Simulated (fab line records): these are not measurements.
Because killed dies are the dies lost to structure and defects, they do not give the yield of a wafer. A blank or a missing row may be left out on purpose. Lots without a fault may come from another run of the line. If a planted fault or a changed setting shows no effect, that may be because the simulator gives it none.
fab line records ; flow n5Finfet
record: lots: 9; wafers: 26; lastDay: 18
route steps=1938 shown BEOL_M4@1044 PASSIVATION@1936
lots untouched by any fault: they come from a run of this same line in which no faults occurred
startH: hours from the record's opening day to when the first of the lot's shown wafers began ; waitH: hours from the lot's prior step to this one ; " same as the row above ; L1.1+2: several wafers, shown together as one row ; - no value present, or no start provided ; * or withheld: withheld ; < > ~ a bound
route shown NAME@n: NAME is a module with steps in the file, n the number in the route of the first one ; usual: mean/standard deviation taken from wafers without a fault ; same: alike in all rows ; chamber/n: place in a boat ; sites: each site's reading ; _std_site: the standard deviation of these ; _edge_site: inner sites' mean taken away from outer sites' mean ; radiusMm: how far each site lies from the wafer's centre ; mask NAME#n: copy n ; behind: tool/chamber where the wafer was last shaped ; hold: what put the lot on hold/how long, in hours/how the hold closed ; device: transistor that didn't switch, given as n, p or np ; end of line: tests of these same wafers at the route's end ; a step given without rows: its recipe and nothing more ; killed: dies lost to structure and defects at the first sort, not the wafer's yield ; map: a wafer's dies, x killed, . not, _ none there
set.NAME: the setting the step ran with; set.NAME@STEP: the setting that earlier step ran with ; model.NAME: the simulator's own value behind a step, which no gauge read
a sample of lots followed through the steps of the route, with each step as a table and each wafer as a row
services: a tool's chamber out of use, with start hour (startH, from the record's first day; less than 0 if before it), hours out, and reason
== steps ==
step: N5_BEOL_M4_HM_OPEN_17
recipe: chemistry: Cl2/BCl3; targetDepthA: 200; overetchA: 60; target: TiN; maskMaterial: SOC; ionEnergyEv: 150; pressureMtorr: 10; icpW: 1000; biasW: 126; Cl2_flow_sccm: 53.25; bcl3FlowSccm: 21.75; Ar_flow_sccm: 25
usual: drypumpMotorCurrentA: 5.7/0.54; oesProductAu: 0.68/0.12; throttleValvePct: 22.08/0.22
lot.wafer;tool;chamber;startH;waitH;drypumpMotorCurrentA;oesProductAu;rfHoursCounterH;throttleValvePct
L140.3;rieMetal-03;1;162.22;0.1;5.4;0.52;-;22.35
L140.4;rieMetal-03;0;162.22;0.1;5.8;0.52;-;22.41
L140.6;rieMetal-03;1;162.22;0.1;5.4;0.52;-;22.37
L149.1;rieMetal-01;0;215.73;0.0;6.0;0.60;68;21.87
L149.4;rieMetal-01;0;215.73;0.0;6.1;0.61;-;21.86
L149.6;rieMetal-01;0;215.73;0.0;6.0;0.61;-;21.87
L150.1;rieMetal-02;1;230.26;0.0;6.6;0.56;82;21.93
L150.4;rieMetal-02;1;230.26;0.0;6.6;0.56;-;21.96
L150.6;rieMetal-02;0;230.26;0.0;6.0;0.77;-;22.15
L158.1;rieMetal-03;1;276.97;0.0;5.4;0.76;10;21.91
L158.2;rieMetal-03;0;276.97;0.0;5.8;0.78;6;22.44
L158.3;rieMetal-03;0;276.97;0.0;5.8;0.79;-;22.43
L157.1;rieMetal-02;1;280.95;0.0;6.6;0.55;86;21.96
L157.2;rieMetal-02;0;280.95;0.0;6.0;0.74;8;22.16
L157.4;rieMetal-02;1;280.95;0.0;6.6;0.56;-;21.95
L162.3;rieMetal-01;0;296.33;0.1;6.0;0.60;-;21.86
L162.5;rieMetal-01;0;296.33;0.1;6.0;0.59;-;21.87
L162.6;rieMetal-01;1;296.33;0.1;4.8;0.74;-;21.96
L160.3;rieMetal-03;0;297.49;0.1;5.8;0.76;-;22.45
L160.4;rieMetal-03;1;297.49;0.1;5.4;0.76;-;21.94
L160.6;rieMetal-03;1;297.49;0.1;5.4;0.75;-;21.92
L161.2;rieMetal-02;1;298.09;0.0;6.5;0.56;87;21.95
L161.5;rieMetal-02;1;298.09;0.0;6.5;0.56;-;21.95
L161.6;rieMetal-02;0;298.09;0.0;6.0;0.75;-;22.15
L163.2;rieMetal-02;0;306.68;0.0;6.0;0.74;10;22.16
L163.5;rieMetal-02;1;306.68;0.0;6.6;0.56;-;21.94
step: N5_BEOL_M4_VIA_ETCH_34
recipe: chemistry: C4F6/O2; targetDepthA: 694; maskMaterial: SOC; pressureMtorr: 15; ionEnergyEv: 250; taperDeg: 4; timeS: 65.9; sourceW: 350; biasW: 170; Ar_flow_sccm: 300; C4F6_flow_sccm: 10; O2_flow_sccm: 10
usual: drypumpMotorCurrentA: 5.8/0.37; oesProductAu: 0.77/0.083; rfFwdPowerW: 347.0/1.2; rfVppV: 665/21; showerheadPlenumPTorr: 2.83/0.093; throttleValvePct: 30.9/0.36
same: timeS: 65.9
lot.wafer;tool;chamber;startH;waitH;drypumpMotorCurrentA;oesProductAu;rfFwdPowerW;rfHoursCounterH;rfVppV;showerheadPlenumPTorr;throttleValvePct
L140.3;rieDiel-02;1;175.66;0.0;5.9;0.73;345.9;137;685;2.72;30.5
L140.4;rieDiel-02;3;175.66;0.0;5.9;0.91;347.1;28;655;2.78;30.6
L140.6;rieDiel-02;0;175.66;0.0;5.3;0.73;348.0;-;632;2.82;31.2
L149.1;rieDiel-02;3;228.95;0.0;5.9;0.82;262.6;50;751;2.77;30.6
L149.4;rieDiel-02;3;228.95;0.0;5.9;0.82;263.2;-;752;2.77;30.6
L149.6;rieDiel-02;1;228.95;0.0;5.8;0.69;263.4;-;785;2.71;30.5
L150.1;rieDiel-02;3;239.98;0.0;5.9;0.80;262.9;55;751;2.77;30.6
L150.4;rieDiel-02;2;239.98;0.0;5.8;0.73;263.2;108;789;2.88;30.9
L150.6;rieDiel-02;1;239.98;0.0;5.9;0.67;264.6;-;785;2.70;30.6
L158.1;rieDiel-01;2;281.23;0.0;5.7;0.73;346.2;220;685;2.91;31.2
L158.2;rieDiel-01;3;281.23;0.0;5.8;0.72;347.5;211;660;2.80;30.8
L158.3;rieDiel-01;0;281.23;0.0;6.3;0.93;346.6;25;634;3.04;31.3
L157.1;rieDiel-02;0;295.36;0.0;5.3;0.69;346.3;240;630;2.80;31.3
L157.2;rieDiel-02;2;295.36;0.0;5.8;0.75;348.4;136;688;2.87;30.9
L157.4;rieDiel-02;1;295.36;0.0;5.8;0.70;347.7;191;684;2.69;30.6
L160.3;rieDiel-01;3;301.47;0.0;5.8;0.72;347.7;218;662;2.80;30.8
L160.4;rieDiel-01;0;301.47;0.0;6.3;0.92;345.2;34;635;3.04;31.3
L160.6;rieDiel-01;0;301.47;0.0;6.3;0.92;345.7;-;635;3.04;31.3
L162.3;rieDiel-05;0;303.72;0.0;6.4;0.72;347.4;206;644;2.73;30.9
L162.5;rieDiel-05;3;303.72;0.0;5.7;0.91;348.4;-;679;2.91;30.4
L162.6;rieDiel-05;2;303.72;0.0;5.9;0.69;347.7;-;678;2.79;30.5
L161.2;rieDiel-02;2;304.13;0.0;5.8;0.75;348.0;139;688;2.87;30.9
L161.5;rieDiel-02;1;304.13;0.0;5.8;0.70;346.6;-;686;2.69;30.6
L161.6;rieDiel-02;2;304.13;0.0;5.8;0.75;346.0;-;688;2.87;30.9
L163.2;rieDiel-02;0;314.27;0.0;5.3;0.69;349.1;246;630;2.80;31.3
L163.5;rieDiel-02;3;314.27;0.0;5.9;0.85;345.0;-;654;2.76;30.7
step: N5_BEOL_M4_STRIP_36
recipe: chemistry: N2/H2; powerW: 450; tempC: 40; pressureMtorr: 20; rfFrequencyHz: 6e+07; overashFraction: 0.3; biasPowerW: 7; h2Frac: 0.5; n2FlowSccm: 200; h2FlowSccm: 200
usual: drypumpMotorCurrentA: 5.8/0.37; n2FlowSccm: 200.0/0.64; oesProductAu: 0.77/0.078; rfVppV: 59.2/1.4; showerheadPlenumPTorr: 2.54/0.076; throttleValvePct: 23.9/0.39
lot.wafer;tool;chamber;startH;waitH;drypumpMotorCurrentA;n2FlowSccm;oesProductAu;rfHoursCounterH;rfVppV;showerheadPlenumPTorr;throttleValvePct
L140.3;rieDiel-02;1;175.72;0.0;5.9;199.7;0.75;137;60.0;2.47;24.1
L140.4;rieDiel-02;3;175.72;0.0;5.9;200.9;0.90;28;58.7;2.50;23.8
L140.6;rieDiel-02;0;175.72;0.0;5.3;199.7;0.75;-;60.4;2.53;24.4
L149.1;rieDiel-02;3;229.04;0.0;5.9;200.4;0.86;50;60.6;2.49;23.8
L149.4;rieDiel-02;3;229.04;0.0;5.9;200.0;0.87;-;57.6;2.49;23.9
L149.6;rieDiel-02;1;229.04;0.0;5.9;199.3;0.74;-;57.3;2.46;24.1
L150.1;rieDiel-02;3;240.04;0.0;5.9;199.1;0.87;55;60.5;2.49;23.9
L150.4;rieDiel-02;2;240.04;0.0;5.7;199.7;0.78;108;60.7;2.57;23.7
L150.6;rieDiel-02;1;240.04;0.0;5.9;199.3;0.73;-;59.9;2.46;24.1
L158.1;rieDiel-01;2;281.29;0.0;5.7;200.3;0.73;220;59.7;2.62;24.2
L158.2;rieDiel-01;3;281.29;0.0;5.7;200.1;0.73;211;59.6;2.51;23.8
L158.3;rieDiel-01;0;281.29;0.0;6.3;199.6;0.92;26;57.0;2.71;23.8
L157.1;rieDiel-02;0;295.42;0.0;5.3;200.1;0.72;240;56.7;2.51;24.5
L157.2;rieDiel-02;2;295.42;0.0;5.8;200.6;0.76;136;60.9;2.56;23.7
L157.4;rieDiel-02;1;295.42;0.0;5.9;199.6;0.72;191;58.5;2.45;24.1
L160.3;rieDiel-01;3;301.53;0.0;5.8;200.0;0.72;218;57.7;2.51;23.8
L160.4;rieDiel-01;0;301.53;0.0;6.3;200.8;0.90;34;59.1;2.71;23.8
L160.6;rieDiel-01;0;301.53;0.0;6.3;200.0;0.89;-;60.9;2.71;23.8
L162.3;rieDiel-05;0;303.78;0.0;6.4;198.9;0.72;206;60.0;2.43;23.8
L162.5;rieDiel-05;3;303.78;0.0;5.7;200.8;0.93;-;58.3;2.60;23.2
L162.6;rieDiel-05;2;303.78;0.0;5.9;200.0;0.67;-;57.3;2.47;23.0
L161.2;rieDiel-02;2;304.19;0.0;5.7;199.8;0.77;139;58.5;2.56;23.7
L161.5;rieDiel-02;1;304.19;0.0;5.9;199.4;0.70;-;58.8;2.45;24.1
L161.6;rieDiel-02;2;304.19;0.0;5.7;200.3;0.77;-;58.4;2.56;23.7
L163.2;rieDiel-02;0;314.33;0.0;5.3;199.3;0.71;246;57.6;2.51;24.5
L163.5;rieDiel-02;3;314.33;0.0;5.9;199.0;0.85;-;59.2;2.48;23.9
step: N5_BEOL_M4_ETCH_41
recipe: chemistry: CH3F/O2; target: SiCN; targetDepthA: 299; taperDeg: 2; timeS: 52.5; ionEnergyEv: 120; maskMaterial: TiN; pressureMtorr: 30; sourceW: 395; biasW: 75; Ar_flow_sccm: 150; CH3F_flow_sccm: 30; O2_flow_sccm: 20
usual: drypumpMotorCurrentA: 5.8/0.37; oesProductAu: 0.77/0.082; rfFwdPowerW: 391.4/1.5; rfVppV: 297.1/1.4; showerheadPlenumPTorr: 2.00/0.068; throttleValvePct: 16.44/0.24
same: timeS: 52.5
lot.wafer;tool;chamber;startH;waitH;drypumpMotorCurrentA;oesProductAu;rfFwdPowerW;rfHoursCounterH;rfVppV;showerheadPlenumPTorr;throttleValvePct
L140.3;rieDiel-02;1;-;-;5.9;0.75;391.3;137;295.9;1.91;16.25
L140.4;rieDiel-02;3;-;-;5.9;0.91;390.2;28;295.7;1.95;16.26
L140.6;rieDiel-02;0;-;-;5.3;0.73;392.9;-;297.3;1.99;16.62
L149.1;rieDiel-02;3;-;-;5.9;0.87;391.6;50;296.8;1.95;16.28
L149.4;rieDiel-02;3;-;-;5.9;0.87;389.9;-;297.1;1.95;16.29
L149.6;rieDiel-02;1;-;-;5.8;0.72;391.7;-;296.1;1.90;16.29
L150.1;rieDiel-02;3;-;-;5.9;0.86;392.2;55;295.5;1.95;16.31
L150.4;rieDiel-02;2;-;-;5.7;0.77;392.0;108;296.9;2.03;16.43
L150.6;rieDiel-02;1;-;-;5.8;0.71;389.5;-;295.3;1.90;16.30
L158.1;rieDiel-01;2;-;-;5.7;0.73;390.7;220;298.0;2.05;16.73
L158.2;rieDiel-01;3;-;-;5.8;0.72;391.6;211;297.0;1.97;16.38
L158.3;rieDiel-01;0;-;-;6.3;0.93;390.6;26;299.2;2.15;16.48
L157.1;rieDiel-02;0;-;-;5.3;0.69;393.9;240;296.5;1.97;16.73
L157.2;rieDiel-02;2;-;-;5.7;0.75;390.6;136;298.1;2.02;16.50
L157.4;rieDiel-02;1;-;-;5.8;0.70;390.9;191;295.2;1.89;16.35
L160.3;rieDiel-01;3;-;-;5.7;0.72;390.6;218;296.6;1.97;16.42
L160.4;rieDiel-01;0;-;-;6.3;0.91;392.7;34;300.9;2.14;16.48
L160.6;rieDiel-01;0;-;-;6.3;0.91;393.1;-;300.0;2.14;16.50
L162.3;rieDiel-05;0;-;-;6.3;0.71;392.4;206;296.2;1.92;16.54
L162.5;rieDiel-05;3;-;-;5.7;0.91;391.0;-;297.8;2.05;15.90
L162.6;rieDiel-05;2;-;-;5.9;0.70;393.8;-;296.7;1.96;16.44
L161.2;rieDiel-02;2;-;-;5.8;0.76;390.1;139;297.7;2.02;16.48
L161.5;rieDiel-02;1;-;-;5.8;0.70;391.9;-;294.8;1.89;16.37
L161.6;rieDiel-02;2;-;-;5.7;0.75;389.7;-;296.9;2.02;16.50
L163.2;rieDiel-02;0;-;-;5.3;0.69;393.1;246;296.6;1.97;16.74
L163.5;rieDiel-02;3;-;-;5.9;0.86;392.6;-;296.3;1.94;16.32
step: N5_BEOL_M4_RC_MEAS_101
usual: DIBL_N: 36.0/2.5; DIBL_P: 36.2/3; IOFF_N: 0.16/0.044; IOFF_P: 0.21/0.049; ION_N: 671/15; ION_P: 461/8.7; SS_N: 71.5/0.72; SS_P: 73.4/0.9; VT_N: 251/4.4; VT_P: -250/4
lot.wafer;tool;chamber;startH;waitH;DIBL_N[mV/V];DIBL_P[mV/V];IOFF_N[nA/um];IOFF_P[nA/um];ION_N[uA/um];ION_P[uA/um];SS_N[mV/dec];SS_P[mV/dec];VT_N[mV];VT_P[mV]
L140.3;prober-01;0;180.36;0.3;34.7;33.8;0.13;0.20;653;456;71.5;72.0;255;-250
L140.4;prober-01;0;180.36;0.3;36.7;36.3;0.16;0.24;672;469;71.4;73.8;249;-243
L140.6;prober-01;0;180.36;0.3;33.9;32.7;0.12;0.19;667;468;71.0;72.1;252;-246
L149.1;prober-01;0;233.36;0.0;34.2;34.9;0.13;0.20;657;457;71.5;72.8;252;-252
L149.4;prober-01;0;233.36;0.0;34.1;35.2;0.14;0.20;672;464;70.9;73.4;250;-248
L149.6;prober-01;0;233.36;0.0;37.7;39.4;0.21;0.29;699;482;72.3;73.4;245;-246
L150.1;prober-02;0;244.31;0.0;35.8;35.0;0.13;0.19;662;459;71.5;73.2;253;-253
L150.4;prober-02;0;244.31;0.0;38.2;37.5;0.17;0.22;672;463;72.1;73.5;249;-247
L150.6;prober-02;0;244.31;0.0;35.3;33.7;0.13;0.18;662;464;71.2;72.7;252;-252
L158.1;prober-01;0;285.81;0.0;35.9;37.7;0.18;0.26;676;469;71.0;73.7;248;-244
L158.2;prober-01;0;285.81;0.0;34.4;35.8;0.14;0.22;655;460;70.9;73.8;255;-248
L158.3;prober-01;0;285.81;0.0;36.0;37.3;0.18;0.24;677;469;72.3;73.8;248;-247
L157.1;prober-02;0;301.68;0.0;36.5;36.2;0.14;0.20;670;456;71.0;73.2;250;-254
L157.2;prober-02;0;301.68;0.0;40.5;40.6;0.22;0.27;674;460;72.4;74.5;246;-248
L157.4;prober-02;0;301.68;0.0;36.9;37.0;0.14;0.22;665;464;71.9;74.0;253;-250
L160.3;prober-02;0;306.95;0.3;36.2;37.6;0.16;0.25;674;477;71.6;73.7;250;-247
L160.4;prober-02;0;306.95;0.3;33.7;33.4;0.11;0.17;657;453;71.6;72.2;256;-254
L160.6;prober-02;0;306.95;0.3;39.4;39.8;0.22;0.28;694;471;73.2;73.9;243;-246
L162.3;prober-01;0;308.65;0.3;40.1;40.6;0.25;0.31;689;470;73.0;74.3;245;-242
L162.5;prober-01;0;308.65;0.3;36.2;35.1;0.13;0.19;651;453;71.1;73.0;255;-252
L162.6;prober-01;0;308.65;0.3;37.9;37.6;0.19;0.25;675;463;71.8;73.6;246;-246
L161.2;prober-01;0;309.42;0.6;36.4;36.3;0.17;0.25;678;473;72.1;73.6;251;-248
L161.5;prober-01;0;309.42;0.6;39.7;40.5;0.26;0.34;698;475;72.2;74.3;242;-244
L161.6;prober-01;0;309.42;0.6;34.3;32.5;0.13;0.18;672;460;70.5;72.5;251;-249
L163.2;prober-02;0;318.85;0.2;37.1;38.2;0.17;0.21;685;470;71.1;74.5;253;-253
L163.5;prober-02;0;318.85;0.2;34.0;34.5;0.12;0.16;675;460;70.8;73.5;252;-258
step: N5_PASSIVATION_PROBE_49
usual: defectLimitedYield: 91.7/1.4; killed_at_M0_to_M3: 31/11; killed_at_M4_up: 13/4.6; killedAtContacts: 13/6.7; killedAtFrontEnd: 39/9.6; killedAtOther: 3.5/2.8; killedDies: 98/16; killedOpen: 64/11; killedShort: 33/8.5; sort_bin_5_function: 4.9/0.96; sort_bin_6_memory: 3.1/0.59; sort_bin_8_speed: 0.2/1.3; sortNPass: 1080/23; sortYieldPct: 91.5/1.9
same: grossDies: 1180; killedAtBackSide: 0; sort_bin_4_leakage[%]: 0
lot.wafer;tool;chamber;startH;waitH;defectLimitedYield[%];killed_at_M0_to_M3;killed_at_M4_up;killedAtContacts;killedAtFrontEnd;killedAtOther;killedDies;killedOpen;killedShort;sort_bin_5_function[%];sort_bin_6_memory[%];sort_bin_8_speed[%];sortNPass;sortYieldPct[%]
L149.1;prober-02;-;339.29;0.0;91.2;41;17;6;38;2;104;64;35;5.1;3.3;0;1076;91.2
L149.4;prober-02;-;339.44;0.2;91.6;29;22;5;43;0;99;63;35;4.9;3.2;0;1081;91.6
L149.6;prober-02;-;339.54;0.3;92.1;32;12;9;38;2;93;59;33;4.2;3.4;0;1087;92.1
L150.1;prober-01;-;343.61;0.0;93.4;33;9;4;29;3;78;47;31;4.2;2.3;0;1102;93.4
L150.4;prober-01;-;343.76;0.2;90.2;50;15;7;39;5;116;77;39;5.7;3.6;0;1064;90.2
L150.6;prober-01;-;343.86;0.3;91.1;57;6;5;37;0;105;65;40;5.0;3.3;0;1075;91.1
L157.1;prober-01;-;409.27;0.0;90.8;35;14;10;49;1;109;76;33;5.7;3.4;0;1071;90.8
L157.2;prober-01;-;409.32;0.1;92.1;33;9;11;32;8;93;53;38;4.0;3.7;0;1087;92.1
L161.2;prober-01;-;414.12;0.1;91.2;43;12;16;30;3;104;67;37;5.9;2.5;0;1076;91.2
L161.5;prober-01;-;414.27;0.2;91.8;42;5;3;45;2;97;52;45;4.6;3.2;0;1083;91.8
L161.6;prober-01;-;414.32;0.3;90.7;32;13;9;53;3;110;72;37;6.9;2.3;0;1070;90.7
L160.3;prober-01;-;414.47;0.3;91.9;21;16;2;52;5;96;58;32;4.9;2.8;0;1084;91.9
L160.4;prober-01;-;414.52;0.3;91.7;17;18;6;57;0;98;69;28;5.2;3.0;0;1082;91.7
L160.6;prober-01;-;414.62;0.4;90.1;34;21;14;44;4;117;85;30;6.4;3.3;0;1063;90.1
killed by level:class
L149.1 FIN_SAQP:geometricParticle:short=12 FIN_SAQP:geometricParticle:open=10 BEOL_M0_SAQP:geometricParticle:open=9 BEOL_M1:geometricParticle:open=9 BEOL_M4:geometricParticle:open=8 BEOL_M3:geometricParticle:open=7 BEOL_M0_SAQP:geometricParticle:short=6 FIN_CUT:areaEtch=5
L149.4 BEOL_M4:geometricParticle:open=13 FIN_SAQP:geometricParticle:open=10 STARTING-WAFER:geometricParticle:short=7 BEOL_M0_SAQP:geometricParticle:short=7 DUMMY_GATE:geometricParticle:open=6 BEOL_M2:geometricParticle:open=6 GATE_CUT:geometricParticle:short=5 BEOL_M3:geometricParticle:open=5
L149.6 BEOL_M3:geometricParticle:open=16 FIN_SAQP:geometricParticle:short=9 BEOL_M2:geometricParticle:open=8 FIN_SAQP:geometricParticle:open=7 MOL_CONTACT_COAG:geometricParticle:open=6 DUMMY_GATE:geometricParticle:open=5 BEOL_M4:geometricParticle:short=5 MOL_CONTACT_COAG:geometricParticle:short=3
L150.1 BEOL_M0_SAQP:geometricParticle:open=10 FIN_SAQP:geometricParticle:open=9 BEOL_M0_SAQP:geometricParticle:short=7 BEOL_M1:geometricParticle:open=6 BEOL_M3:geometricParticle:short=6 FIN_SAQP:geometricParticle:short=5 STARTING-WAFER:geometricParticle:short=4 STARTING-WAFER:geometricParticle:open=3
L150.4 FIN_SAQP:geometricParticle:open=21 BEOL_M0_SAQP:geometricParticle:open=17 BEOL_M0_SAQP:geometricParticle:short=12 FIN_SAQP:geometricParticle:short=11 BEOL_M2:geometricParticle:open=7 BEOL_M4:geometricParticle:open=7 MOL_CONTACT_COAG:geometricParticle:open=6 BEOL_M1:geometricParticle:open=5
L150.6 BEOL_M0_SAQP:geometricParticle:open=18 BEOL_M0_SAQP:geometricParticle:short=14 STI_FIN_REVEAL:geometricParticle:open=12 FIN_SAQP:geometricParticle:open=5 FIN_SAQP:geometricParticle:short=5 GATE_CUT:geometricParticle:short=5 BEOL_M1:geometricParticle:open=5 BEOL_M2:geometricParticle:open=5
L157.1 STI_FIN_REVEAL:geometricParticle:open=13 MOL_CONTACT_COAG:geometricParticle:open=8 BEOL_M3:geometricParticle:open=8 BEOL_M1:geometricParticle:open=7 FIN_SAQP:geometricParticle:open=6 FIN_SAQP:geometricParticle:short=5 BEOL_M0_SAQP:geometricParticle:open=5 BEOL_M5:geometricParticle:open=5
L157.2 FIN_SAQP:geometricParticle:short=15 BEOL_M3:geometricParticle:open=8 MOL_CONTACT_COAG:geometricParticle:open=8 BEOL_M0_SAQP:geometricParticle:open=7 BEOL_M0_SAQP:geometricParticle:short=6 FIN_SAQP:geometricParticle:open=5 DUMMY_GATE:geometricParticle:open=3 MOL_CONTACT_COAG:geometricParticle:short=3
L161.2 BEOL_M3:geometricParticle:open=15 MOL_CONTACT_COAG:geometricParticle:open=12 BEOL_M1:geometricParticle:open=7 FIN_SAQP:geometricParticle:short=5 BEOL_M0_SAQP:geometricParticle:short=5 BEOL_M0_SAQP:geometricParticle:open=5 STARTING-WAFER:geometricParticle:short=5 DUMMY_GATE:geometricParticle:open=4
L161.5 GATE_CUT:geometricParticle:short=13 BEOL_M0_SAQP:geometricParticle:open=13 BEOL_M0_SAQP:geometricParticle:short=10 STARTING-WAFER:geometricParticle:short=8 FIN_SAQP:geometricParticle:open=7 BEOL_M3:geometricParticle:open=7 FIN_SAQP:geometricParticle:short=4 GATE_CUT:geometricParticle:open=4
L161.6 FIN_SAQP:geometricParticle:short=10 FIN_SAQP:geometricParticle:open=9 STI_FIN_REVEAL:geometricParticle:open=9 DUMMY_GATE:geometricParticle:open=8 BEOL_M0_SAQP:geometricParticle:short=8 BEOL_M3:geometricParticle:open=5 MOL_CONTACT_COAG:geometricParticle:open=5 BEOL_M0:geometricParticle:open=5
L160.3 STI_FIN_REVEAL:geometricParticle:open=11 FIN_SAQP:geometricParticle:short=10 FIN_SAQP:geometricParticle:open=9 BEOL_M3:geometricParticle:open=8 GATE_CUT:geometricParticle:short=6 BEOL_M2:geometricParticle:open=5 BEOL_M4:geometricParticle:open=4 GATE_CUT:geometricParticle:open=3
L160.4 STI_FIN_REVEAL:geometricParticle:open=19 BEOL_M4:geometricParticle:open=8 GATE_CUT:geometricParticle:short=7 BEOL_M3:geometricParticle:open=6 FIN_SAQP:geometricParticle:open=5 STI_FIN_REVEAL:geometricParticle:short=5 ILD0:geometricParticle:short=5 GATE_CUT:geometricParticle:open=5
L160.6 STI_FIN_REVEAL:geometricParticle:open=22 BEOL_M4:geometricParticle:open=12 MOL_CONTACT_COAG:geometricParticle:open=11 BEOL_M2:geometricParticle:open=8 BEOL_M3:geometricParticle:open=6 FIN_SAQP:geometricParticle:open=4 GATE_CUT:geometricParticle:short=4 BEOL_M0_SAQP:geometricParticle:open=4
== services ==
tool;chamber;startH;hours;kind
rieMetal-02;0;164.01;-;clean
rieMetal-02;0;164.01;22.8;scheduledDown
rieMetal-02;0;164.01;22.8;ventCycle
rieDiel-01;1;177.02;-;clean
rieDiel-01;1;177.02;-;consumableReplace:esc
rieDiel-01;1;177.02;-;consumableReplace:focusRing
rieMetal-03;1;182.16;-;clean
rieMetal-03;1;182.16;24.4;scheduledDown
rieMetal-03;1;182.16;24.4;ventCycle
rieDiel-02;-;195.71;3.6;repair
rieDiel-01;0;199.26;-;clean
rieDiel-01;0;199.26;-;consumableReplace:focusRing
rieDiel-01;0;199.26;-;consumableReplace:showerhead
rieDiel-01;0;199.26;18.1;scheduledDown
rieDiel-01;0;199.26;18.1;ventCycle
rieDiel-05;0;203.48;8.1;repair
rieDiel-02;2;205.00;27.5;repair
rieMetal-03;0;206.55;-;clean
rieMetal-03;0;206.55;12.7;scheduledDown
rieMetal-01;-;219.49;2.8;pm
rieDiel-02;0;226.35;10.5;repair
rieDiel-02;3;241.86;46.0;repair
rieDiel-05;-;266.00;4.0;pm
rieMetal-03;-;271.03;0.4;repair
== key ==
firstSign: step: N5_BEOL_M4_VIA_ETCH_34; reading: rfFwdPowerW; direction: down; sigmas: 68; usual: *; struck: *
effect: step: N5_BEOL_M4_VIA_ETCH_34; reading: rfVppV; direction: up; sigmas: 4.8; usual: 665; struck: 769
metAt N5_BEOL_M4_VIA_ETCH_34
struckLots L149,L150
notActingAt N5_BEOL_M4_HM_OPEN_17,N5_BEOL_M4_STRIP_36,N5_BEOL_M4_ETCH_41
onsetBetween 175.66 228.95
fault: kind: processParameterDrift; tool: rieDiel-02; chamber: -; onsetH: 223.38; steps: N5_BEOL_M4_VIA_ETCH_34; channel: sourceW; offset: -84; shape: step; endH: 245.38; actsIn: theseRecipesOnly; stated: 350
